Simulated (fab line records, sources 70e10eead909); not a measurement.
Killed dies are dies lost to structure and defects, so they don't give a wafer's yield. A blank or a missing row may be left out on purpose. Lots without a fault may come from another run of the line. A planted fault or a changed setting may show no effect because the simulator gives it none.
fab line records | flow nand_harc
record lots=6 wafers=18 last_day=33
route steps=1302 shown A_CHANNEL_HOLE_D2@601 A_CHANNEL_FILL_D2@610 A_STAIRCASE@639 END@1302
lots that met no fault: from a run of the same line without faults
start_h: hours from the record's first day to the start of the lot's first wafer shown | wait_h: hours since the lot's step before | " the same as in the row above | L1.1+2: a row that stands for several wafers | - no value, or no start given | * or withheld: withheld | < > ~ a bound
route shown NAME@n: a module of which the file shows steps, and the number in the route of the first | usual: mean/standard deviation of fault-free wafers | same: alike in all rows | chamber/n: place in a boat | sites: the reading at each site | _std_site: their standard deviation | _edge_site: outer sites' mean less inner sites' | radius_mm: how far each site lies from the wafer's centre | mask NAME#n: copy n | behind: the tool/chamber that last shaped the wafer | hold: why the lot was held/for how many hours/how that ended | device: the transistor (n, p or np) that didn't switch | end of line: the same wafers' tests at the end of the route | a step without rows: its recipe alone | killed: dies lost to structure and defects at the first sort, not the wafer's yield | map: a wafer's dies, x killed, . not, _ none there
set.NAME: the setting as run; set.NAME@STEP: as run at that earlier step | model.NAME: the simulator's own value behind a step, which no gauge read
lots at some steps of the route; a table a step, a row a wafer
services: from which hour (start_h, from the record's first day; less than 0 if before it) a tool's chamber was out of use, for how many hours, and why
## steps
# step NHARC_A_CHANNEL_HOLE_D2_STRIP_42
# recipe cf4_flow_sccm=100 chf3_flow_sccm=30 ar_flow_sccm=0 bias_w=0 chemistry=CF4/CHF3
# step NHARC_A_CHANNEL_HOLE_D2_STRIP_43
# recipe o2_flow_sccm=400 cos_flow_sccm=20 ar_flow_sccm=0 bias_w=0 chemistry=O2/COS
# step NHARC_A_CHANNEL_HOLE_D2_ETCH_44
# recipe target_depth_a=1400 overetch_a=140 time_s=77 ion_energy_ev=100 cf4_flow_sccm=80 o2_flow_sccm=20 ar_flow_sccm=0 rf_w=300 bias_w=100 chemistry=CF4/O2
# usual drypump_motor_current_A=5.8/0.42 oes_f_703_au=1.000/0.0048 oes_product_au=1.003/0.011 rf_fwd_power_W=297.2/1.1 rf_vpp_V=198.1/1.3 showerhead_plenum_p_Torr=1.35/0.05 throttle_valve_pct=13.398/0.01
# columns lot.wafer tool chamber start_h wait_h drypump_motor_current_A oes_f_703_au oes_product_au rf_fwd_power_W rf_hours_counter_h rf_vpp_V showerhead_plenum_p_Torr throttle_valve_pct
L864.1 rie_diel-04 2 322.28 0.1 5.7 0.994 0.998 298.8 7 195.4 1.26 13.381
L864.2 " 1 " " 6.2 0.996 0.992 296.6 8 197.0 1.30 13.409
L864.5 " 3 " " 5.4 1.003 1.021 299.5 - 198.5 1.35 13.397
L865.4 rie_diel-02 1 327.26 0.1 6.3 1.002 0.990 297.2 5 198.1 1.32 13.405
L865.3 " 0 " " 5.5 0.992 1.000 297.1 7 198.7 1.41 13.414
L865.5 " 2 " " 5.4 1.000 0.999 296.4 - 199.2 1.37 13.388
L868.3 rie_diel-02 0 342.06 0.1 5.5 0.994 1.001 296.2 8 197.6 1.41 13.399
L868.1 " 2 " " 5.4 1.008 0.994 297.9 5 199.1 1.37 13.385
L868.6 " 0 " " 5.5 1.000 0.999 296.3 - 199.3 1.41 13.405
L867.2 rie_diel-04 0 343.58 0.1 5.8 1.001 1.005 296.0 9 196.8 1.34 13.407
L867.1 " 2 " " 5.7 1.011 1.003 298.4 10 195.2 1.25 13.414
L867.6 " 3 " " 5.3 1.008 1.017 299.3 - 198.6 1.35 13.403
L884.2 rie_diel-02 0 506.38 0.0 5.5 0.994 1.006 295.7 7 199.6 1.41 13.413
L884.3 " 2 " " 5.4 1.003 1.012 299.0 6 197.6 1.37 13.396
L884.5 " 1 " " 6.3 0.997 1.011 295.6 - 198.2 1.32 13.416
L886.1 rie_diel-04 2 523.50 0.1 5.7 1.001 1.005 296.9 10 196.1 1.25 13.375
L886.4 " 0 " " 5.8 0.995 1.003 295.7 12 196.3 1.33 13.390
L886.6 " 3 " " 5.3 0.996 1.009 297.8 - 198.2 1.35 13.390
# step NHARC_A_CHANNEL_HOLE_D2_STRIP_28
# recipe o2_flow_sccm=500 ar_flow_sccm=0 bias_w=0 chemistry=O2
# step NHARC_A_CHANNEL_HOLE_D2_PRECLEAN_29
# recipe time_s=* temp_c=50 bath_age_min=0 chemistry=SC1
# step NHARC_A_CHANNEL_HOLE_D2_SRD_30
# step NHARC_A_CHANNEL_HOLE_D2_CD_MEAS_31
# usual cd_nm=89.7/1.3
# columns lot.wafer tool chamber start_h wait_h cd_nm
L864.1 cd_sem-03 - 323.17 - 89.9
L864.2 " - " " 90.4
L864.5 " - " " 91.1
L865.3 cd_sem-03 - 328.06 - 90.4
L865.4 " - " " 89.8
L865.5 " - " " 89.6
L868.1 cd_sem-01 - 342.85 - 91.1
L868.3 " - " " 89.9
L868.6 " - " " 91.1
L867.1 cd_sem-03 - 344.49 - 91.0
L867.2 " - " " 87.3
L867.6 " - " " 89.8
L884.2 cd_sem-01 - 507.20 - 88.5
L884.3 " - " " 89.5
L884.5 " - " " 89.7
L886.1 cd_sem-03 - 524.29 - 91.7
L886.4 " - " " 90.0
L886.6 " - " " 90.6
# step NHARC_A_CHANNEL_HOLE_D2_XSEM_32
# recipe landing_energy_ev=35000
# step NHARC_A_CHANNEL_HOLE_D2_INSPECT_40
# usual raw_defect_count=287/95
# columns lot.wafer tool chamber start_h wait_h raw_defect_count
L864.1 defect_inspect-02 - 323.36 - 408
L864.2 " - " " 463
L864.5 " - " " 353
L865.3 defect_inspect-01 - 328.25 - 260
L865.4 " - " " 210
L865.5 " - " " 360
L868.1 defect_inspect-01 - 343.04 - 279
L868.3 " - " " 297
L868.6 " - " " 338
L867.1 defect_inspect-02 - 344.67 - 200
L867.2 " - " " 202
L867.6 " - " " 158
L884.2 defect_inspect-02 - 507.39 - 341
L884.3 " - " " 310
L884.5 " - " " 249
L886.1 defect_inspect-01 - 524.48 - 703
L886.4 " - " " 508
L886.6 " - " " 448
# step NHARC_A_CHANNEL_FILL_D2_PRECLEAN_00
# recipe time_s=* temp_c=50 bath_age_min=0 chemistry=SC1
# step NHARC_A_CHANNEL_FILL_D2_SRD_01
# step NHARC_A_CHANNEL_FILL_D2_ALD_02
# recipe target_thk_a=60 pulse_time_s=10 ald_cycles=60 temp_c=300 material=SiO2
# step NHARC_A_CHANNEL_FILL_D2_ALD_03
# recipe target_thk_a=60 pulse_time_s=60 ald_cycles=58 temp_c=630 pressure_torr=2 material=SiNx
# usual precursor_pulse_height_rel=0.998/0.02
# columns lot.wafer tool chamber start_h wait_h precursor_pulse_height_rel
L864.1 ald_sin_batch-03 0 326.99 - 0.996
L864.2 " 0 " " 1.005
L864.5 " 0 " " 1.004
L865.3 ald_sin_batch-02 0 331.88 - 0.978
L865.4 " 0 " " 1.022
L865.5 " 0 " " 0.998
L867.1 ald_sin_batch-03 0 348.27 - 0.992
L867.2 " 0 " " 0.995
L867.6 " 0 " " 1.019
L868.1 ald_sin_batch-03 0 348.27 - 1.017
L868.3 " 0 " " 1.005
L868.6 " 0 " " 0.953
L884.2 ald_sin_batch-03 0 511.02 - 0.976
L884.3 " 0 " " 0.984
L884.5 " 0 " " 1.015
L886.1 ald_sin_batch-02 0 526.88 - 1.030
L886.4 " 0 " " 0.998
L886.6 " 0 " " 0.989
# step NHARC_A_CHANNEL_FILL_D2_ALD_14
# recipe target_thk_a=25 pulse_time_s=10 ald_cycles=25 temp_c=300 material=SiO2
# step NHARC_A_CHANNEL_FILL_D2_ALD_15
# recipe target_thk_a=20 pulse_time_s=60 ald_cycles=19 temp_c=630 pressure_torr=2 material=SiNx
# step NHARC_A_CHANNEL_FILL_D2_ALD_16
# recipe target_thk_a=15 pulse_time_s=10 ald_cycles=15 temp_c=300 material=SiO2
# usual heater_power_outer_w=243/28 heater_power_w=431/44 precursor_pulse_height_rel=0.999/0.019
# columns lot.wafer tool chamber start_h wait_h heater_power_outer_w heater_power_w precursor_pulse_height_rel
L864.1 ald_hk-04 0 335.80 0.1 277 468 1.004
L864.2 " 1 " " 214 385 1.010
L864.5 " 3 " " 278 493 1.014
L865.3 ald_hk-04 1 340.64 0.0 221 380 1.019
L865.4 " 0 " " 267 480 0.993
L865.5 " 1 " " 213 382 1.013
L867.1 ald_hk-03 1 356.97 0.0 262 458 1.004
L867.2 " 0 " " 233 412 0.987
L867.6 " 2 " " 204 377 0.993
L868.1 ald_hk-04 0 356.97 0.0 274 481 1.015
L868.3 " 3 " " 275 507 0.990
L868.6 " 1 " " 213 387 1.007
L884.3 ald_hk-04 3 519.78 0.0 274 488 1.009
L884.2 " 0 " " 302 492 1.014
L884.5 " 0 " " 305 502 1.019
L886.1 ald_hk-03 2 535.83 0.1 201 367 0.987
L886.4 " 0 " " 235 404 0.971
L886.6 " 2 " " 194 363 1.007
# step NHARC_A_CHANNEL_FILL_D2_ANNEAL_17
# recipe temp_c=850 time_s=1800
# step NHARC_A_CHANNEL_FILL_D2_CVD_18
# recipe target_thk_a=30 temp_c=550 material=poly-Si
# step NHARC_A_CHANNEL_FILL_D2_ETCHBACK_19
# recipe target_depth_a=50 time_s=1.7 hbr_flow_sccm=150 cl2_flow_sccm=50 rf_w=400 icp_w=400 bias_w=100 chemistry=HBr/Cl2
# step NHARC_A_CHANNEL_FILL_D2_ETCHBACK_20
# recipe target_depth_a=270 time_s=13.5 c4f8_flow_sccm=withheld o2_flow_sccm=8 ar_flow_sccm=withheld rf_w=600 bias_w=1500 chemistry=C4F8/O2/Ar
# step NHARC_A_CHANNEL_FILL_D2_STRIP_28
# recipe time_s=20 o2_flow_sccm=500 ar_flow_sccm=0 bias_w=0 chemistry=O2
# step NHARC_A_CHANNEL_FILL_D2_PRECLEAN_21
# recipe time_s=30 chemistry=dHF
# step NHARC_A_CHANNEL_FILL_D2_SRD_23
# step NHARC_A_CHANNEL_FILL_D2_CVD_05
# recipe target_thk_a=50 temp_c=550 material=poly-Si
# step NHARC_A_CHANNEL_FILL_D2_ANNEAL_22
# recipe temp_c=620 time_s=7200
# step NHARC_A_CHANNEL_FILL_D2_ALD_25
# recipe target_thk_a=600 pulse_time_s=10 ald_cycles=600 temp_c=300 material=SiOx
# step NHARC_A_CHANNEL_FILL_D2_ETCHBACK_08
# recipe target_depth_a=2200 time_s=110 c4f8_flow_sccm=20 ar_flow_sccm=withheld rf_w=600 bias_w=300 chemistry=C4F8
# usual oes_product_au=0.97/0.037 rf_fwd_power_W=596.8/2.1 rf_vpp_V=440.3/2.6
# columns lot.wafer tool chamber start_h wait_h oes_product_au rf_fwd_power_W rf_hours_counter_h rf_vpp_V
L864.2 rie_diel-12 2 - - 0.99 595.1 2 440.2
L864.1 " 3 " " 1.01 599.0 2 438.2
L864.5 " 1 " " 0.98 597.1 - 443.3
L865.4 rie_diel-12 2 - - 0.93 595.9 2 438.4
L865.3 " 3 " " 0.92 599.3 2 439.2
L865.5 " 1 " " 0.92 599.4 - 443.6
L868.1 rie_diel-12 3 - - 1.00 601.6 3 440.4
L868.3 " 0 " " 0.98 598.1 3 442.4
L868.6 " 2 " " 0.99 598.3 - 438.1
L867.1 rie_diel-05 3 - - 0.92 597.7 3 437.3
L867.2 " 1 " " 0.91 594.0 3 442.3
L867.6 " 3 " " 0.93 598.8 - 436.7
L884.3 rie_diel-05 1 - - 1.00 593.8 4 442.2
L884.2 " 3 " " 1.00 597.0 3 436.3
L884.5 " 1 " " 1.00 593.6 - 440.3
L886.1 rie_diel-05 1 - - 0.92 595.3 4 440.6
L886.4 " 3 " " 0.92 594.3 4 436.6
L886.6 " 2 " " 0.93 594.8 - 439.2
# step NHARC_A_CHANNEL_FILL_D2_STRIP_29
# recipe time_s=20 o2_flow_sccm=500 ar_flow_sccm=0 bias_w=0 chemistry=O2
# usual drypump_motor_current_A=5.7/0.54 oes_product_au=1.002/0.0094 rf_vpp_V=57.7/0.98 showerhead_plenum_p_Torr=3.51/0.14 throttle_valve_pct=17.036/0.0084
# columns lot.wafer tool chamber start_h wait_h drypump_motor_current_A oes_product_au rf_hours_counter_h rf_vpp_V showerhead_plenum_p_Torr throttle_valve_pct
L864.2 rie_diel-12 1 - - 5.0 0.996 3 58.5 3.67 17.051
L864.1 " 3 " " 5.5 1.001 2 57.6 3.42 17.032
L864.5 " 1 " " 5.0 0.999 - 58.5 3.67 17.031
L865.3 rie_diel-12 3 - - 5.5 1.014 2 56.6 3.42 17.037
L865.4 " 1 " " 5.0 0.996 3 57.7 3.67 17.034
L865.5 " 2 " " 6.2 1.012 - 57.9 3.42 17.035
L868.1 rie_diel-12 1 - - 5.0 1.000 3 56.5 3.67 17.033
L868.3 " 3 " " 5.5 1.009 3 57.7 3.42 17.020
L868.6 " 1 " " 5.0 0.994 - 58.7 3.67 17.029
L867.2 rie_diel-05 0 - - 5.2 1.011 3 58.2 3.75 17.027
L867.1 " 3 " " 5.9 0.999 3 60.4 3.30 17.050
L867.6 " 1 " " 6.5 0.998 - 58.0 3.51 17.037
L884.3 rie_diel-05 0 - - 5.2 1.001 3 58.0 3.75 17.048
L884.2 " 1 " " 6.5 0.987 4 58.1 3.51 17.030
L884.5 " 0 " " 5.2 1.004 - 58.4 3.75 17.050
L886.1 rie_diel-05 3 - - 5.9 1.005 4 56.5 3.30 17.043
L886.4 " 2 " " 6.6 1.004 4 55.9 3.42 17.025
L886.6 " 0 " " 5.1 0.999 - 57.5 3.75 17.032
# step NHARC_A_CHANNEL_FILL_D2_PRECLEAN_30
# recipe time_s=30 chemistry=dHF
# step NHARC_A_CHANNEL_FILL_D2_SRD_31
# step NHARC_A_CHANNEL_FILL_D2_CVD_09
# recipe target_thk_a=1500 temp_c=620 pressure_mtorr=200 time_s=3000 material=poly-Si
# step NHARC_A_CHANNEL_FILL_D2_CMP_10
# recipe target_thk_nm=150
# step NHARC_A_CHANNEL_FILL_D2_SRD_12
# step NHARC_A_CHANNEL_FILL_D2_RTA_24
# recipe temp_c=1000 time_s=5
# usual lamp_power_pct=28.4/2.8 wafer_temp_C_max=1003.8/0.88
# columns lot.wafer tool chamber start_h wait_h lamp_power_pct wafer_temp_C_max
L864.1 rtp_anneal-02 0 372.73 0.0 31.2 1002.5
L864.2 " 0 " " 31.2 1004.9
L864.5 " 0 " " 31.1 1003.0
L865.3 rtp_anneal-02 0 377.34 0.8 31.2 1004.0
L865.4 " 0 " " 31.2 1003.3
L865.5 " 0 " " 31.2 1004.1
L868.1 rtp_anneal-01 0 392.92 0.0 25.7 1004.0
L868.3 " 0 " " 25.7 1005.0
L868.6 " 0 " " 25.6 1004.8
L867.1 rtp_anneal-02 0 392.93 0.0 31.2 1003.8
L867.2 " 0 " " 31.2 1003.6
L867.6 " 0 " " 31.2 1003.7
L884.2 rtp_anneal-01 0 558.95 0.3 25.6 1005.3
L884.3 " 0 " " 25.7 1003.6
L884.5 " 0 " " 25.7 1004.8
L886.1 rtp_anneal-02 0 572.42 0.0 31.2 1003.3
L886.4 " 0 " " 31.2 1002.1
L886.6 " 0 " " 31.3 1002.4
# step NHARC_A_STAIRCASE_DEP_156
# recipe target_thk_a=500 temp_c=400 target_thk_nm=50 flow_sccm=200 rf_w=450 material=SiNx
# step NHARC_A_STAIRCASE_DEHYDRATE_158
# recipe temp_c=150 time_s=120
# step NHARC_A_STAIRCASE_HMDS_159
# recipe time_s=30
# step NHARC_A_STAIRCASE_COAT_160
# recipe spin_rpm=1200
# step NHARC_END_SORT_01
# recipe temp_c=25
# usual killed_at_array=54/21 killed_at_other=1.0/1.2 killed_at_periphery=3.6/2.6 killed_dies=58/20 killed_open=3.3/1.9 killed_short=2.6/1.5
# same gross_dies=677
# columns lot.wafer tool chamber start_h wait_h killed_at_array killed_at_other killed_at_periphery killed_dies killed_open killed_short
L867.1 prober-02 0 601.43 2.5 129 1 1 131 1 2
L867.2 prober-02 0 602.23 2.8 136 1 1 138 2 4
L867.6 prober-02 0 605.44 4.0 137 0 0 137 2 4
L868.1 prober-01 0 602.53 2.5 180 1 3 184 0 2
L868.3 prober-01 0 604.14 3.1 172 3 1 176 4 4
L868.6 prober-01 0 606.56 4.0 171 0 0 171 2 3
# killed by level:class
L867.1 A_CHANNEL_FILL_D2:unspecified=84 A_SLIT:chamber_film_flake=16 A_CHANNEL_HOLE_D2:chamber_film_flake=15 A_CONTACT:chamber_film_flake=5 A_STAIRCASE:chamber_film_flake=3 A_M0:chamber_film_flake=3 P_CONTACT:geometric_particle:open=1 A_ONON_D2:geometric_particle:short=1
L867.2 A_CHANNEL_FILL_D2:unspecified=80 A_SLIT:chamber_film_flake=28 A_CHANNEL_HOLE_D2:chamber_film_flake=6 A_STAIRCASE:chamber_film_flake=6 A_CONTACT:chamber_film_flake=4 A_CHANNEL_HOLE_D1:chamber_film_flake=3 A_DECK1_JOINT:geometric_particle:short=2 A_CHANNEL_HOLE_D1:geometric_particle:open=1
L868.1 A_CHANNEL_FILL_D2:unspecified=85 A_CHANNEL_HOLE_D1:chamber_film_flake=37 A_CHANNEL_HOLE_D2:chamber_film_flake=32 A_SLIT:chamber_film_flake=18 A_STAIRCASE:chamber_film_flake=5 A_CHANNEL_FILL_D1:geometric_particle:short=1 A_DECK1_JOINT:geometric_particle:short=1 P_ZERO_WELL:chamber_film_flake=1
L868.3 A_CHANNEL_FILL_D2:unspecified=91 A_CHANNEL_HOLE_D1:chamber_film_flake=27 A_CHANNEL_HOLE_D2:chamber_film_flake=24 A_SLIT:chamber_film_flake=13 A_STAIRCASE:chamber_film_flake=7 THIN_TSV:chamber_film_flake=3 A_CHANNEL_FILL_D1:geometric_particle:short=2 A_M0:geometric_particle:open=2
L867.6 A_CHANNEL_FILL_D2:unspecified=86 A_SLIT:chamber_film_flake=26 A_STAIRCASE:chamber_film_flake=7 A_CHANNEL_HOLE_D2:chamber_film_flake=5 A_CONTACT:chamber_film_flake=5 A_ONON_D1:geometric_particle:short=1 A_DECK1_JOINT:geometric_particle:short=1 A_CHANNEL_HOLE_D2:geometric_particle:short=1
L868.6 A_CHANNEL_FILL_D2:unspecified=83 A_CHANNEL_HOLE_D1:chamber_film_flake=32 A_CHANNEL_HOLE_D2:chamber_film_flake=30 A_SLIT:chamber_film_flake=13 A_STAIRCASE:chamber_film_flake=4 A_CHANNEL_HOLE_D1:geometric_particle:short=2 A_CHANNEL_FILL_D2:chamber_film_flake=2 A_CHANNEL_HOLE_D2:geometric_particle:short=1
# map L867.2 (x killed, . not)
____________.____________
_________...xxxx_________
_______....xxxxxx._______
______.x....xxxxx..______
_____x..xx.xxxxxxx.._____
____...x..xxxxxxxxx..____
____x..x.xxxxxxxxx.x.____
___.xxx....xxxxxxxx..x___
___.xxxx...xxxxxxx....___
__x.xxxxx.xxxxxxxx.....__
__...xxx...xxxxxxxx....__
_....xxx...xxxxx........_
_x..x.x..x...xx.x......._
_...........xx.........._
_......x....x..........._
_......................._
..x......................
...x...........x.........
.........................
...........x.............
...............x........x
_..xx......x............_
_......................._
_.x.x..................._
_.x....................._
_.xx...................._
__xx.........x.........__
__x....................__
___.x.................___
___...................___
____.................____
____x.......x........____
_____.........x....._____
______.............______
_______..........x_______
_________......._________
____________.____________
# map L868.1 (x killed, . not)
____________.____________
_________..xxx.x_________
_______..x.xxxxxx._______
______...x.xxxxxxx.______
_____......xxxxxx..._____
____.....x.xxxxxxx...____
____x.....xxxxxxxx...____
___.x.....xxxxxxxxxx..___
___.......xxxxxxx.....___
__..x.....xxxxxxxxx....__
__x.xx....xxxxxxx......__
_xxx..x....xxxxxxx......_
_xxxx........xxxx......._
_xxxxxxx...x............_
_.xxx........x.........._
_.xxxxx...x....x........_
....xx........x.........x
...x....x................
.....x...................
.........................
.........................
_........x.....x........_
_.x....................._
_..xx..................._
_xx.....xxxx............_
_.xxx....x.x............_
__xxxx...x.xx..........__
__xxx..xxxxxxx.........__
___xxx..xxx...........___
___..x.xxxx...x.......___
____x..x.xxx....x....____
____.x.x..xx.........____
_____.x............._____
______.x..x........______
_______..x........_______
_________......._________
____________.____________
## services
# columns tool chamber start_h hours kind
rie_diel-02 - 304.69 0.1 repair
rie_diel-04 3 323.75 3.1 repair
rie_diel-05 0 334.94 2.3 repair
rie_diel-05 - 337.37 36.2 repair
rie_diel-04 1 340.13 6.8 repair
rie_diel-04 - 354.97 9.0 pm
rie_diel-04 3 384.00 6.2 repair
rie_diel-04 - 387.22 0.5 repair
rie_diel-02 3 387.93 2.6 repair
rie_diel-02 - 393.85 9.0 pm
rie_diel-12 1 395.11 6.4 repair
rie_diel-05 1 396.39 4.9 repair
rie_diel-05 - 406.60 9.0 pm
ald_hk-04 - 433.92 10.0 pm
rie_diel-02 0 437.00 14.2 repair
rie_diel-04 3 441.13 3.1 repair
rie_diel-05 - 443.89 0.4 repair
rie_diel-12 - 445.40 9.0 pm
rie_diel-12 0 468.96 2.5 repair
rie_diel-05 2 493.26 2.4 repair
rie_diel-05 0 500.85 3.4 repair
ald_hk-04 - 509.76 1.3 repair
rie_diel-05 3 539.82 3.3 repair
rie_diel-12 1 562.58 2.1 repair
## key
first_sign step=NHARC_END_SORT_01 reading=killed_at_array direction=up sigmas=4.9 usual=54 struck=154
effect step=NHARC_END_SORT_01 reading=killed_dies direction=up sigmas=4.8 usual=58 struck=156
more_kills_born_at NHARC_A_CHANNEL_FILL_D2_ALD_03@ald_sin_batch-03=509
met_at NHARC_A_CHANNEL_FILL_D2_ALD_03
struck_wafers L867.1,L867.2,L867.6,L868.1,L868.3,L868.6
tester_left_out L867,L868
fault kind=chamber_particle_source tool=ald_sin_batch-03 chamber=- onset_h=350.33 steps=NHARC_A_CHANNEL_FILL_D2_ALD_03 rate_per_visit_cm2=0.91757 end_h=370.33
# tester_left_out: of these lots the tester's yield and bins aren't shown, on N5 and GAA mostly nor the transistor test; their killed dies are dies lost to structure and defects alone, not to doping, threshold or leakage, so they don't give the yield
